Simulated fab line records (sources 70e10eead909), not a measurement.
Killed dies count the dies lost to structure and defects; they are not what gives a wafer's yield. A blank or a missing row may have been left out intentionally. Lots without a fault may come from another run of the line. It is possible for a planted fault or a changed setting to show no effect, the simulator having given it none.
The tool behind it: which one? ; flow nand_harc ; 72 wafers from 24 lots sampled at 4 of the route's 1159 steps

== WHAT THE GAUGES READ, wafer by wafer ==
NHARC_P_GATE_INSPECT_28. Usual: raw_defect_count reads 6 (standard deviation 3.1).
lot;measured;on;raw_defect_count;flag
L074;day 4 12:27;defect_inspect-02;6 11 10;
L075;day 4 21:40;defect_inspect-01;9 6 1;
L076;day 5 05:35;defect_inspect-02;8 5 7;
L077;day 5 06:19;defect_inspect-02;3 3 8;
L078;day 5 19:25;defect_inspect-01;3 8 9;
L079;day 5 18:46;defect_inspect-02;4 8 13;
L080;day 6 05:25;defect_inspect-02;13 11 6;
L081;day 6 06:13;defect_inspect-01;12 8 6;
L082;day 6 17:03;defect_inspect-02;7 8 9;
L083;day 6 17:41;defect_inspect-02;10 3 6;
L084;day 7 06:05;defect_inspect-01;8 0 4;
L085;day 7 05:56;defect_inspect-02;13 7 10;
L086;day 7 22:50;defect_inspect-02;6 5 5;
L087;day 7 23:22;defect_inspect-02;2 4 2;
L088;day 8 05:02;defect_inspect-02;6 11 6;
L089;day 8 09:43;defect_inspect-02;6 5 7;
L090;day 8 10:27;defect_inspect-01;7 9 4;
L091;day 8 22:38;defect_inspect-02;8 10 7;
L092;day 8 23:25;defect_inspect-02;7 6 8;
L093;day 9 10:13;defect_inspect-02;1 2 2;
L094;day 9 11:07;defect_inspect-01;4 6 4;
L095;day 9 22:56;defect_inspect-02;3 4 7;
L096;day 10 07:08;defect_inspect-02;12 6 8;
L097;day 10 06:38;defect_inspect-01;6 2 11;

NHARC_P_GATE_CD_MEAS_33. Usual: cd_nm reads 120.6 nm (standard deviation 2.6).
lot;measured;on;cd_nm (nm);flag
L074;day 4 13:19;cd_sem-01;124.5 119.2 120.8;
L075;day 4 22:37;cd_sem-01;120.2 116.5 116.6;
L076;day 5 06:31;cd_sem-01;123.5 118.8 120.9;
L077;day 5 07:10;cd_sem-03;118.6 123.5 121.2;
L078;day 5 20:17;cd_sem-03;127.1 123.9 119.7;
L079;day 5 19:38;cd_sem-01;118.1 120.8 122.1;
L080;day 6 06:34;cd_sem-02;122.0 124.1 120.7;
L081;day 6 07:17;cd_sem-01;118.1 122.8 120.2;
L082;day 6 18:03;cd_sem-02;119.5 120.1 124.7;
L083;day 6 18:51;cd_sem-02;119.4 119.5 118.1;
L084;day 7 07:32;cd_sem-01;119.2 119.7 118.3;
L085;day 7 07:23;cd_sem-01;122.5 122.3 126.8;
L086;day 7 23:48;cd_sem-02;120.0 118.7 119.2;
L087;day 8 00:32;cd_sem-03;124.3 124.3 125.2;
L088;day 8 06:05;cd_sem-02;122.2 118.7 119.2;
L089;day 8 10:35;cd_sem-03;118.4 123.9 116.2;
L090;day 8 11:19;cd_sem-03;119.5 119.6 118.7;
L091;day 8 23:31;cd_sem-02;117.3 121.0 116.2;
L092;day 9 00:17;cd_sem-02;123.0 119.0 119.7;
L093;day 9 11:04;cd_sem-01;115.8 123.0 115.5;
L094;day 9 12:17;cd_sem-03;120.5 118.6 123.7;
L095;day 9 23:49;cd_sem-01;117.0 122.1 121.3;
L096;day 10 08:00;cd_sem-02;121.3 119.9 126.4;
L097;day 10 08:02;cd_sem-01;124.9 120.2 121.2;

== EACH LOT AND THE TOOL THAT RAN IT (in order: tool; ch and the chambers of the sampled wafers; start) ==
lot;NHARC_P_ZERO_WELL_RTA_42;NHARC_P_GATE_ETCH_104
L074;rtp_anneal-01 ch 0, day 1 19:09;rie_diel-04 ch 1,2, day 4 12:36
L075;rtp_anneal-01 ch 0, day 2 01:02;rie_diel-02 ch 0,1,2, day 4 21:52
L076;rtp_anneal-01 ch 0, day 2 07:03;rie_diel-04 ch 1,2,3, day 5 05:44
L077;rtp_anneal-02 ch 0, day 2 13:02;rie_diel-12 ch 1,3, day 5 06:28
L078;rtp_anneal-01 ch 0, day 2 19:03;rie_diel-02 ch 2,3, day 5 19:34
L079;rtp_anneal-02 ch 0, day 3 00:49;rie_diel-12 ch 0,1,3, day 5 18:55
L080;rtp_anneal-01 ch 0, day 3 07:08;rie_diel-02 ch 0,1,3, day 6 05:42
L081;rtp_anneal-02 ch 0, day 3 13:07;rie_diel-04 ch 0,2,3, day 6 06:28
L082;rtp_anneal-01 ch 0, day 3 18:53;rie_diel-04 ch 0,1,2, day 6 17:16
L083;rtp_anneal-02 ch 0, day 4 01:00;rie_diel-12 ch 1,3, day 6 17:50
L084;rtp_anneal-01 ch 0, day 4 07:04;rie_diel-02 ch 0,2, day 7 06:14
L085;rtp_anneal-01 ch 0, day 4 13:00;rie_diel-04 ch 0,2,3, day 7 06:07
L086;rtp_anneal-01 ch 0, day 4 19:02;rie_diel-02 ch 0,1,3, day 7 23:02
L087;rtp_anneal-01 ch 0, day 5 01:08;rie_diel-04 ch 0,1,2, day 7 23:32
L088;rtp_anneal-01 ch 0, day 5 07:01;rie_diel-02 ch 1,3, day 8 05:11
L089;rtp_anneal-02 ch 0, day 5 12:56;rie_diel-04 ch 1,2,3, day 8 09:52
L090;rtp_anneal-02 ch 0, day 5 18:35;rie_diel-12 ch 0,2,3, day 8 10:36
L091;rtp_anneal-02 ch 0, day 6 00:53;rie_diel-02 ch 1,2,3, day 8 22:47
L092;rtp_anneal-02 ch 0, day 6 07:13;rie_diel-12 ch 0,1,2, day 8 23:34
L093;rtp_anneal-01 ch 0, day 6 13:11;rie_diel-04 ch 2,3, day 9 10:22
L094;rtp_anneal-02 ch 0, day 6 19:05;rie_diel-02 ch 0,1,2, day 9 11:15
L095;rtp_anneal-02 ch 0, day 7 00:49;rie_diel-12 ch 0,1,2, day 9 23:05
L096;rtp_anneal-02 ch 0, day 7 07:23;rie_diel-12 ch 0,1,3, day 10 07:17
L097;rtp_anneal-02 ch 0, day 7 12:46;rie_diel-04 ch 0,1, day 10 06:58
- NHARC_P_ZERO_WELL_RTA_42: time 300 s.
- NHARC_P_GATE_ETCH_104: etches the open film in CF4/CHF3, target depth 60 nm.

== WHAT THE TOOLS THEMSELVES READ (means of the sampled wafers that have a number; where no wafer has one, the mark that the record gives instead) ==
NHARC_P_ZERO_WELL_RTA_42. Usual: lamp_power_pct 35.7 %, standard deviation 1.7; wafer_temp_C_max 1107.0, standard deviation 1.6.
lot;tool;lamp_power_pct (%);wafer_temp_C_max;flag
L074;rtp_anneal-01;37.3;1107.9;
L075;rtp_anneal-01;37.5;1108.2;
L076;rtp_anneal-01;37.4;1106.5;
L077;rtp_anneal-02;34.0;1106.8;
L078;rtp_anneal-01;37.4;1109.7;
L079;rtp_anneal-02;34.1;1105.2;
L080;rtp_anneal-01;37.4;1109.7;
L081;rtp_anneal-02;34.1;1105.7;
L082;rtp_anneal-01;37.4;1106.8;
L083;rtp_anneal-02;34.0;1105.2;
L084;rtp_anneal-01;37.4;1107.7;
L085;rtp_anneal-01;37.4;1108.0;
L086;rtp_anneal-01;37.3;1108.1;
L087;rtp_anneal-01;37.4;1109.1;
L088;rtp_anneal-01;37.4;1106.6;
L089;rtp_anneal-02;34.0;1107.7;
L090;rtp_anneal-02;34.1;1106.4;
L091;rtp_anneal-02;34.0;1107.1;
L092;rtp_anneal-02;34.0;1107.5;
L093;rtp_anneal-01;37.4;1107.4;
L094;rtp_anneal-02;33.9;1106.5;
L095;rtp_anneal-02;34.1;1106.1;
L096;rtp_anneal-02;34.0;1106.4;
L097;rtp_anneal-02;34.0;1105.9;

NHARC_P_GATE_ETCH_104. Usual: cf4_flow_sccm 99.94 sccm, standard deviation 0.29; drypump_motor_current_A 5.4 A, standard deviation 0.41; oes_product_au 0.953 a.u., standard deviation 0.019; rf_vpp_V 370.5 V, standard deviation 1.8; showerhead_plenum_p_Torr 1.57 Torr, standard deviation 0.045; throttle_valve_pct 16.804 %, standard deviation 0.0087.
lot;tool;cf4_flow_sccm (sccm);drypump_motor_current_A (A);oes_product_au (a.u.);rf_vpp_V (V);showerhead_plenum_p_Torr (Torr);throttle_valve_pct (%);flag
L074;rie_diel-04;99.84;5.5;0.952;370.6;1.58;16.794;
L075;rie_diel-02;99.74;5.6;0.951;370.2;1.56;16.810;
L076;rie_diel-04;100.11;5.4;0.949;370.9;1.56;16.797;
L077;rie_diel-12;100.06;5.2;0.971;371.7;1.61;16.807;
L078;rie_diel-02;99.91;5.3;0.960;368.1;1.52;16.797;
L079;rie_diel-12;100.08;5.5;0.927;370.1;1.59;16.801;
L080;rie_diel-02;100.05;5.6;0.952;371.0;1.59;16.808;
L081;rie_diel-04;99.94;5.6;0.955;370.5;1.56;16.800;
L082;rie_diel-04;99.79;5.5;0.956;370.7;1.58;16.797;
L083;rie_diel-12;99.81;5.7;0.974;370.3;1.57;16.799;
L084;rie_diel-02;100.17;5.7;0.923;369.6;1.53;16.808;
L085;rie_diel-04;99.90;5.5;0.941;370.4;1.56;16.800;
L086;rie_diel-02;100.11;5.6;0.957;371.0;1.59;16.802;
L087;rie_diel-04;99.96;5.4;0.925;370.6;1.58;16.803;
L088;rie_diel-02;99.90;5.4;0.954;371.9;1.60;16.804;
L089;rie_diel-04;99.82;5.3;0.960;369.9;1.56;16.800;
L090;rie_diel-12;100.09;5.6;0.968;369.9;1.54;16.801;
L091;rie_diel-02;99.84;5.4;0.972;369.9;1.55;16.804;
L092;rie_diel-12;100.15;5.1;0.970;371.3;1.59;16.811;
L093;rie_diel-04;99.94;5.6;0.934;370.1;1.54;16.806;
L094;rie_diel-02;99.99;5.6;0.958;369.6;1.55;16.810;
L095;rie_diel-12;99.64;5.1;0.976;371.3;1.59;16.804;
L096;rie_diel-12;99.98;5.5;0.966;371.9;1.58;16.806;
L097;rie_diel-04;99.85;5.4;0.922;369.9;1.58;16.801;

== THE ANSWER, worked out from the rows above alone ==
Rule: lot off if the mean of its wafers having a number is beyond 3 standard deviations from the usual mean. A lot without any number at a reading at which 4 lots or more have one is off too. All remaining lots with rows at the step are treated as sound. After the gauges, taken in route order, come the tools' own readings; for these a lot's mean is taken, as printed above. The first step at which some lot is off is used, and at that step the reading that is off furthest; a lot without a number counts as furthest.
Across all readings shown, no lot is off: no conclusion can be drawn from this.

== WHAT WAS PUT IN BY THE SIMULATOR ==
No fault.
